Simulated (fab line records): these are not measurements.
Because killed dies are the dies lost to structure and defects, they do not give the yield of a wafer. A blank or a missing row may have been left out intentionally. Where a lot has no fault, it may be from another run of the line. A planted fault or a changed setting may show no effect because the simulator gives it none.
Chamber matching | flow n5_finfet | 4 sister chambers for N5_HKMG_FIN_ALD_36 on ald_metal-02
The step deposits TiN, target thk 1 nm, pulse time 1 s, purge time 3 s. 4 wafers are shown with their chamber, then 11 later ones without.

== EACH WAFER AND ITS CHAMBER ==
wafer  | chamber | heater_power_w (W)
L091.2 | 1       | 759
L091.3 | 0       | 808
L091.6 | 3       | 718
L092.2 | 2       | 944

== WAFERS WITHOUT THEIR CHAMBER ==
wafer  | heater_power_w (W)
L092.3 | 710
L092.4 | 767
L093.1 | 941
L093.2 | 800
L093.5 | 956
L095.1 | 761
L095.3 | 955
L095.4 | 821
L096.1 | 818
L096.3 | 953
L096.4 | 753

== WHICH CHAMBER EACH ONE RAN IN ==
wafer  | from the rows above | in truth
L092.3 | 3                   | 3
L092.4 | 1                   | 1
L093.1 | 2                   | 2
L093.2 | 0                   | 0
L093.5 | 2                   | 2
L095.1 | 1                   | 1
L095.3 | 2                   | 2
L095.4 | 0                   | 0
L096.1 | 0                   | 0
L096.3 | 2                   | 2
L096.4 | 1                   | 1
11 of 11 placed correctly. From these rows, 0 cannot be placed. Wrongly placed: 0.
How it was worked out, from the rows above alone: a wafer's distance from a chamber is the root of the sum, over the readings, of the square of ((its reading less the chamber's mean) divided by the reading's scatter). The wafer belongs to the nearest chamber; if the next one is less than 2 further off, it can't be placed. For every chamber, the mean is computed from those of its wafers that are shown. The scatter: with one shown wafer a chamber, the root of the mean of the squares of how far each hidden wafer lies from its nearest shown one.
